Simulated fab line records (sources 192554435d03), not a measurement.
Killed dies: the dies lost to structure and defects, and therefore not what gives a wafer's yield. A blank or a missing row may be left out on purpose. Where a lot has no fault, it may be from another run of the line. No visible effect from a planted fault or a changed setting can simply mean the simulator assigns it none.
fab line records	flow n5_finfet	part 1 of 2: steps 1 to 4 of 6
record: lots: 24	wafers: 72	last_day: 17
route steps=1938 shown GATE_CUT@470 MOL_CONTACT_COAG@580
lots untouched by any fault: they come from a run of this same line in which no faults occurred
start_h: start of the lot's first displayed wafer, in hours after the record's first day	wait_h: time in hours since the lot's previous step	" as in the row above	L1.1+2: a single row standing in for several wafers	- either no value or no given start	* or withheld: withheld	< > ~ a bound
route shown NAME@n: a module of which the file shows steps, and the number in the route of the first	usual: mean/standard deviation taken from wafers without a fault	same: alike in all rows	chamber/n: place in a boat	sites: each site's reading	_std_site: the values' standard deviation	_edge_site: inner sites' mean taken away from outer sites' mean	radius_mm: for every site, how far away it sits from the centre of the wafer	mask NAME#n: copy n	behind: the tool/chamber that last shaped the wafer	hold: what put the lot on hold/how long, in hours/how the hold closed	device: whichever transistor did not switch (one of n, p or np)	end of line: at the end of the route, the tests of the same wafers	step lacking rows: just its recipe	killed: count of dies lost to structure and defects at first sort (not the wafer's yield)	map: per-die view of a wafer (x killed, . not killed, _ where there is no die)
set.NAME: setting as actually run; set.NAME@STEP: the setting as run at that earlier step	model.NAME: the simulator's own value behind a step, which no gauge read
route steps across a sampled set of lots; one table per step, one row per wafer
services: from which hour (start_h, from the record's first day; less than 0 if before it) a tool's chamber was out of use, for how many hours, and why
== steps ==
step: N5_GATE_CUT_STRIP_59
recipe: chemistry: N2/H2	time_s: 20	power_w: 100	temp_c: 40	pressure_mtorr: 100	rf_frequency_hz: 6e+07	bias_power_w: 3	n2_flow_sccm: 300	h2_flow_sccm: 300
usual: drypump_motor_current_A: 5.5/0.41	oes_product_au: 0.78/0.1	rf_vpp_V: 45.3/0.84	showerhead_plenum_p_Torr: 3.40/0.13	throttle_valve_pct: 12.2/0.33
same: time_s: 20
lot.wafer	tool	chamber	start_h	wait_h	drypump_motor_current_A	oes_product_au	rf_hours_counter_h	rf_vpp_V	showerhead_plenum_p_Torr	throttle_valve_pct
L074.2	rie_diel-06	1	78.56	0.1	5.8	0.69	243	45.7	3.30	12.4
L074.4	"	3	"	"	4.8	0.73	180	46.8	3.51	12.3
L074.5	"	3	"	"	4.8	0.73	-	45.7	3.51	12.3
L075.3	rie_diel-04	1	85.93	0.1	5.4	0.77	128	44.0	3.41	12.2
L075.5	"	2	"	"	5.2	0.94	-	45.1	3.46	11.9
L075.6	"	3	"	"	5.8	0.75	-	45.1	3.47	12.5
L076.2	rie_diel-04	2	92.52	0.1	5.2	0.93	10	44.6	3.46	11.9
L076.5	"	2	"	"	5.2	0.94	-	44.6	3.46	11.9
L076.6	"	1	"	"	5.4	0.78	-	46.1	3.40	12.3
L077.2	rie_diel-04	1	98.80	0.1	5.4	0.76	132	45.0	3.40	12.3
L077.4	"	2	"	"	5.2	0.92	12	44.8	3.46	11.9
L077.6	"	1	"	"	5.4	0.77	-	45.5	3.40	12.3
L078.3	rie_diel-02	2	106.24	0.1	5.5	0.72	188	45.8	3.51	12.5
L078.4	"	0	"	"	5.8	0.69	242	44.3	3.19	12.5
L078.6	"	0	"	"	5.9	0.69	-	43.4	3.19	12.5
L079.2	rie_diel-02	2	115.67	0.1	5.5	0.73	190	46.0	3.51	12.5
L079.3	"	1	"	"	6.0	0.69	213	46.2	3.18	12.0
L079.4	"	3	"	"	5.9	0.72	228	45.3	3.48	12.7
L080.2	rie_diel-02	1	117.52	0.1	6.0	0.69	213	44.0	3.18	12.0
L080.4	"	0	"	"	5.8	0.69	245	45.6	3.19	12.5
L080.6	"	1	"	"	6.0	0.69	-	45.4	3.18	12.0
L081.1	rie_diel-06	0	123.81	0.1	4.8	0.74	179	44.8	3.23	12.4
L081.4	"	2	"	"	4.7	0.69	238	45.4	3.20	12.7
L081.6	"	2	"	"	4.7	0.68	-	45.9	3.20	12.7
L082.2	rie_diel-06	3	127.70	0.1	4.8	0.71	198	45.0	3.50	12.4
L082.5	"	3	"	"	4.8	0.71	-	45.3	3.50	12.4
L082.6	"	0	"	"	4.8	0.75	-	44.3	3.23	12.4
L083.3	rie_diel-04	1	132.27	0.1	5.4	0.76	143	45.4	3.40	12.3
L083.4	"	3	"	"	5.9	0.73	194	46.7	3.46	12.6
L083.5	"	2	"	"	5.2	0.90	-	45.8	3.45	11.9
L084.2	rie_diel-02	2	139.96	0.1	5.5	0.71	198	44.4	3.50	12.5
L084.4	"	1	"	"	6.0	0.68	-	45.2	3.17	12.0
L084.6	"	3	"	"	5.9	0.70	-	46.3	3.48	12.7
L085.1	rie_diel-02	0	152.44	0.1	5.8	1.01	2	45.0	3.59	11.8
L085.2	"	1	"	"	6.0	0.68	225	44.2	3.17	12.0
L085.6	"	2	"	"	5.5	0.71	-	44.7	3.50	12.5
L086.2	rie_diel-04	3	155.38	0.1	5.9	0.73	200	45.3	3.46	12.6
L086.3	"	1	"	"	5.4	0.76	150	45.3	3.39	12.3
L086.6	"	3	"	"	5.9	0.73	-	46.7	3.46	12.6
L087.1	rie_diel-02	1	158.71	0.1	6.0	0.68	227	44.1	3.17	12.0
L087.5	"	1	"	"	6.0	0.69	-	42.6	3.17	12.0
L087.6	"	2	"	"	5.5	0.71	-	46.7	3.50	12.5
L088.1	rie_diel-04	3	169.10	0.1	5.9	0.73	205	45.1	3.46	12.6
L088.2	"	1	"	"	5.4	0.75	154	44.8	3.39	12.3
L088.3	"	2	"	"	5.3	0.87	35	45.3	3.44	12.0
L089.2	rie_diel-04	3	172.59	0.1	5.9	0.73	206	45.4	3.46	12.6
L089.4	"	1	"	"	5.4	0.75	155	44.6	3.39	12.3
L089.5	"	0	"	"	5.6	0.94	-	44.3	3.44	11.7
L090.2	rie_diel-04	1	175.35	0.1	5.4	0.75	156	45.2	3.39	12.3
L090.3	"	0	"	"	5.6	0.94	22	44.8	3.44	11.7
L090.6	"	3	"	"	5.9	0.73	-	44.2	3.46	12.6
L091.2	rie_diel-02	0	184.58	0.1	5.8	0.96	12	44.2	3.58	11.9
L091.3	"	3	"	"	5.9	0.70	249	45.8	3.47	12.8
L091.6	"	0	"	"	5.8	0.96	-	46.4	3.58	11.9
L092.2	rie_diel-06	0	189.73	0.1	4.8	0.74	200	45.7	3.22	12.4
L092.3	"	3	"	"	4.8	0.70	217	45.1	3.49	12.4
L092.4	"	3	"	"	4.8	0.70	-	46.0	3.49	12.4
L093.1	rie_diel-02	0	195.95	0.1	5.8	0.95	17	46.1	3.58	11.9
L093.2	"	1	"	"	6.0	0.67	241	44.8	3.16	12.0
L093.5	"	1	"	"	6.0	0.67	-	45.2	3.16	12.1
L094.1	rie_diel-02	2	203.65	0.1	5.5	0.70	220	46.1	3.49	12.6
L094.5	"	1	"	"	6.0	0.67	-	44.3	3.16	12.1
L094.6	"	0	"	"	5.8	0.94	-	45.9	3.58	11.9
L095.1	rie_diel-06	0	208.01	0.1	4.8	0.74	206	45.8	3.21	12.4
L095.3	"	2	"	"	4.6	0.95	3	44.7	3.60	12.1
L095.4	"	3	"	"	4.8	0.70	223	44.3	3.49	12.4
L096.1	rie_diel-04	3	212.87	0.1	5.9	0.73	218	46.0	3.45	12.6
L096.3	"	1	"	"	5.4	0.75	166	42.5	3.38	12.3
L096.4	"	2	"	"	5.2	0.87	48	45.1	3.44	12.0
L097.2	rie_diel-04	1	220.09	0.1	5.4	0.74	168	46.4	3.38	12.4
L097.4	"	2	"	"	5.3	0.86	49	45.0	3.44	12.0
L097.5	"	3	"	"	5.9	0.73	-	46.5	3.45	12.6
step: N5_GATE_CUT_SAC_CAP_01
recipe: material: SiNx	target_thk_a: 240	temp_c: 400	ald_precursor_family: SiH2I2	ald_co_reactant: N2/H2-plasma	pulse_time_s: 1	ald_cycles: 480	purge_time_s: 2	co_reactant_purge_time_s: 2	pressure_torr: 2
usual: heater_power_w: 834/77	precursor_pulse_height_rel: 1.000/0.019
lot.wafer	tool	chamber	start_h	wait_h	heater_power_w	precursor_pulse_height_rel
L074.2	ald_sin-03	0	78.78	0.0	917	1.010
L074.4	"	3	"	"	881	0.986
L074.5	"	3	79.87	1.1	890	0.984
L075.3	ald_sin-01	0	86.15	0.0	923	1.017
L075.5	"	0	87.23	1.1	950	1.047
L075.6	"	1	"	"	886	0.980
L076.2	ald_sin-02	0	92.74	0.0	810	0.985
L076.5	"	1	93.82	1.1	795	0.981
L076.6	"	2	"	"	850	0.989
L077.2	ald_sin-03	0	99.02	0.0	926	1.005
L077.4	"	3	"	"	873	1.040
L077.6	"	0	100.11	1.1	900	1.006
L078.3	ald_sin-02	2	106.46	0.0	848	0.981
L078.4	"	1	"	"	818	0.992
L078.6	"	0	107.54	1.1	810	1.005
L079.2	ald_sin-02	1	116.00	0.1	807	1.000
L079.3	"	3	"	"	883	1.008
L079.4	"	0	"	"	792	0.986
L080.2	ald_sin-01	0	117.74	0.0	940	1.002
L080.4	"	3	"	"	728	0.978
L080.6	"	0	118.83	1.1	948	0.981
L081.1	ald_sin-02	1	124.04	0.0	819	1.013
L081.4	"	1	125.13	1.1	790	1.014
L081.6	"	2	"	"	852	1.010
L082.2	ald_sin-03	0	127.91	0.0	923	0.988
L082.5	"	1	129.00	1.1	881	1.012
L082.6	"	0	"	"	915	1.009
L083.3	ald_sin-02	1	132.49	0.0	823	0.999
L083.4	"	2	133.58	1.1	824	1.001
L083.5	"	1	"	"	825	0.998
L084.2	ald_sin-01	0	140.18	0.0	953	0.993
L084.4	"	2	"	"	655	1.007
L084.6	"	3	141.26	1.1	748	1.007
L085.1	ald_sin-03	1	152.65	0.0	859	1.001
L085.2	"	0	"	"	886	0.982
L085.6	"	1	153.74	1.1	895	0.988
L086.2	ald_sin-02	3	155.92	0.4	918	0.992
L086.3	"	1	"	"	792	0.975
L086.6	"	3	157.01	1.4	888	1.005
L087.1	ald_sin-03	3	159.06	0.0	860	1.021
L087.5	"	1	160.15	1.1	892	0.971
L087.6	"	2	"	"	768	0.990
L088.1	ald_sin-03	2	169.31	0.0	762	0.997
L088.2	"	3	"	"	878	1.008
L088.3	"	0	"	"	938	1.008
L089.2	ald_sin-03	1	172.85	0.1	892	0.996
L089.4	"	3	173.93	1.2	893	0.994
L089.5	"	2	"	"	761	1.009
L090.2	ald_sin-03	3	175.57	0.0	871	0.991
L090.3	"	1	"	"	864	1.002
L090.6	"	3	176.66	1.1	893	1.033
L091.2	ald_sin-01	0	185.11	0.3	941	0.963
L091.3	"	2	"	"	673	0.982
L091.6	"	1	186.20	1.4	897	1.021
L092.2	ald_sin-03	0	192.27	2.3	939	1.021
L092.3	"	3	"	"	860	0.946
L092.4	"	2	"	"	733	1.035
L093.1	ald_sin-01	0	196.17	0.0	921	1.012
L093.2	"	3	"	"	740	1.025
L093.5	"	3	197.26	1.1	729	0.989
L094.1	ald_sin-01	2	203.87	0.0	670	1.002
L094.5	"	2	204.95	1.1	653	0.974
L094.6	"	3	"	"	735	1.031
L095.1	ald_sin-02	3	208.51	0.3	924	0.997
L095.3	"	2	"	"	846	1.007
L095.4	"	1	"	"	810	1.017
L096.1	ald_sin-01	0	213.24	0.2	964	0.982
L096.3	"	2	"	"	676	0.983
L096.4	"	3	"	"	743	0.976
L097.2	ald_sin-02	0	220.31	0.0	794	1.016
L097.4	"	2	"	"	844	0.999
L097.5	"	1	221.40	1.1	834	0.977
step: N5_GATE_CUT_CMP_43
recipe: material: SiO2	post_cmp_clean: rinse_only
usual: edge_zone_pressure_frac: 1.000/0.0048	motor_current_A: 11.8/1.1
lot.wafer	tool	chamber	start_h	wait_h	edge_zone_pressure_frac	motor_current_A
L074.4	cmp-04	1	85.13	0.1	0.993	12.4
L074.2	"	3	"	"	0.992	11.4
L074.5	"	1	"	"	0.998	11.6
L075.3	cmp-03	3	92.24	0.2	0.999	11.9
L075.5	"	1	"	"	0.999	11.6
L075.6	"	2	"	"	1.001	10.8
L076.2	cmp-01	0	99.13	0.3	1.001	10.8
L076.6	"	1	"	"	0.993	13.1
L076.5	"	2	"	"	0.999	10.8
L077.4	cmp-04	1	105.20	0.1	0.992	12.0
L077.2	"	3	"	"	0.997	12.0
L077.6	"	1	"	"	0.994	11.5
L078.3	cmp-01	3	112.25	0.1	0.995	14.2
L078.4	"	0	"	"	1.003	11.0
L078.6	"	2	"	"	1.001	10.9
L079.2	cmp-03	3	122.31	0.1	0.997	10.9
L079.4	"	0	"	"	0.999	10.7
L079.3	"	1	"	"	1.003	10.3
L080.4	cmp-03	1	123.53	0.1	1.002	11.2
L080.2	"	2	"	"	1.007	10.3
L080.6	"	1	"	"	1.001	11.1
L081.1	cmp-04	0	129.87	0.0	0.993	11.2
L081.4	"	3	"	"	1.009	12.1
L081.6	"	0	"	"	0.998	11.0
L082.2	cmp-01	3	134.01	0.1	0.997	14.6
L082.5	"	2	"	"	1.004	11.2
L082.6	"	3	"	"	1.002	13.6
L083.4	cmp-01	3	138.32	0.1	0.994	14.4
L083.3	"	1	"	"	1.004	12.5
L083.5	"	3	"	"	1.000	14.7
L084.2	cmp-03	0	146.02	0.0	0.993	11.1
L084.4	"	2	"	"	1.009	11.0
L084.6	"	0	"	"	0.997	10.5
L085.2	cmp-01	0	158.49	0.0	1.002	10.9
L085.1	"	1	"	"	0.999	13.2
L085.6	"	1	"	"	0.995	13.0
L086.3	cmp-04	2	161.94	0.1	0.994	13.2
L086.2	"	0	"	"	0.993	11.3
L086.6	"	2	"	"	0.998	13.3
L087.1	cmp-03	2	165.17	0.3	0.999	11.0
L087.6	"	3	"	"	1.006	11.0
L087.5	"	0	"	"	1.007	11.0
L088.2	cmp-03	0	176.18	0.0	0.999	11.4
L088.1	"	1	"	"	1.000	11.1
L088.3	"	3	"	"	1.006	11.9
L089.4	cmp-03	2	178.64	0.1	1.005	10.6
L089.2	"	0	"	"	0.992	11.3
L089.5	"	2	"	"	0.999	10.0
L090.3	cmp-04	2	181.53	0.1	0.996	14.3
L090.2	"	0	"	"	1.001	11.0
L090.6	"	2	"	"	1.007	13.5
L091.2	cmp-04	2	191.21	0.1	1.004	13.1
L091.3	"	0	"	"	1.001	11.6
L091.6	"	1	"	"	0.995	11.6
L092.3	cmp-04	2	198.52	0.1	1.008	13.5
L092.4	"	3	"	"	1.000	12.6
L092.2	"	0	"	"	0.998	10.6
L093.2	cmp-01	0	201.97	0.1	0.998	10.5
L093.1	"	2	"	"	1.002	11.6
L093.5	"	3	"	"	1.002	14.5
L094.1	cmp-03	1	209.90	0.2	1.008	11.2
L094.5	"	3	"	"	0.996	11.4
L094.6	"	0	"	"	0.998	11.0
L095.3	cmp-03	0	214.30	0.0	1.001	11.3
L095.1	"	2	"	"	1.004	11.6
L095.4	"	3	"	"	0.993	11.8
L096.1	cmp-04	0	219.17	0.0	0.996	10.6
L096.4	"	1	"	"	0.999	11.8
L096.3	"	3	"	"	1.002	12.0
L097.2	cmp-01	2	226.31	0.1	1.000	11.2
L097.4	"	3	"	"	0.999	13.7
L097.5	"	2	"	"	1.004	11.8
step: N5_GATE_CUT_INSPECT_26
recipe: inspect_instrument: darkfield	mode: post_cmp
usual: raw_defect_count: 47/21
lot.wafer	tool	chamber	start_h	wait_h	raw_defect_count
L074.2	defect_inspect-02	-	85.76	0.0	70
L074.4	"	-	"	"	42
L074.5	"	-	"	"	70
L075.3	defect_inspect-02	-	92.80	0.0	35
L075.5	"	-	"	"	34
L075.6	"	-	"	"	35
L076.2	defect_inspect-01	-	99.60	0.0	74
L076.5	"	-	"	"	106
L076.6	"	-	"	"	87
L077.2	defect_inspect-02	-	105.84	0.0	44
L077.4	"	-	"	"	51
L077.6	"	-	"	"	56
L078.3	defect_inspect-02	-	112.89	0.0	61
L078.4	"	-	"	"	70
L078.6	"	-	"	"	62
L079.2	defect_inspect-02	-	122.95	0.0	43
L079.3	"	-	"	"	84
L079.4	"	-	"	"	47
L080.2	defect_inspect-01	-	124.16	0.0	32
L080.4	"	-	"	"	79
L080.6	"	-	"	"	41
L081.1	defect_inspect-02	-	130.59	0.0	20
L081.4	"	-	"	"	17
L081.6	"	-	"	"	34
L082.2	defect_inspect-01	-	134.64	0.0	53
L082.5	"	-	"	"	33
L082.6	"	-	"	"	38
L083.3	defect_inspect-01	-	138.95	0.0	53
L083.4	"	-	"	"	25
L083.5	"	-	"	"	53
L084.2	defect_inspect-02	-	146.74	0.0	17
L084.4	"	-	"	"	49
L084.6	"	-	"	"	29
L085.1	defect_inspect-02	-	159.20	0.0	51
L085.2	"	-	"	"	23
L085.6	"	-	"	"	38
L086.2	defect_inspect-01	-	162.57	0.0	26
L086.3	"	-	"	"	48
L086.6	"	-	"	"	37
L087.1	defect_inspect-01	-	165.64	0.0	49
L087.5	"	-	"	"	45
L087.6	"	-	"	"	72
L088.1	defect_inspect-01	-	176.89	0.0	74
L088.2	"	-	"	"	39
L088.3	"	-	"	"	63
L089.2	defect_inspect-01	-	179.27	0.0	29
L089.4	"	-	"	"	28
L089.5	"	-	"	"	33
L090.2	defect_inspect-01	-	182.17	0.0	44
L090.3	"	-	"	"	118
L090.6	"	-	"	"	38
L091.2	defect_inspect-01	-	191.84	0.0	34
L091.3	"	-	"	"	32
L091.6	"	-	"	"	35
L092.2	defect_inspect-02	-	199.23	0.0	42
L092.3	"	-	"	"	77
L092.4	"	-	"	"	23
L093.1	defect_inspect-01	-	202.60	0.0	71
L093.2	"	-	"	"	72
L093.5	"	-	"	"	91
L094.1	defect_inspect-02	-	210.45	0.0	79
L094.5	"	-	"	"	73
L094.6	"	-	"	"	45
L095.1	defect_inspect-01	-	215.01	0.0	46
L095.3	"	-	"	"	34
L095.4	"	-	"	"	41
L096.1	defect_inspect-02	-	219.88	0.0	33
L096.3	"	-	"	"	27
L096.4	"	-	"	"	43
L097.2	defect_inspect-02	-	226.95	0.0	45
L097.4	"	-	"	"	17
L097.5	"	-	"	"	39
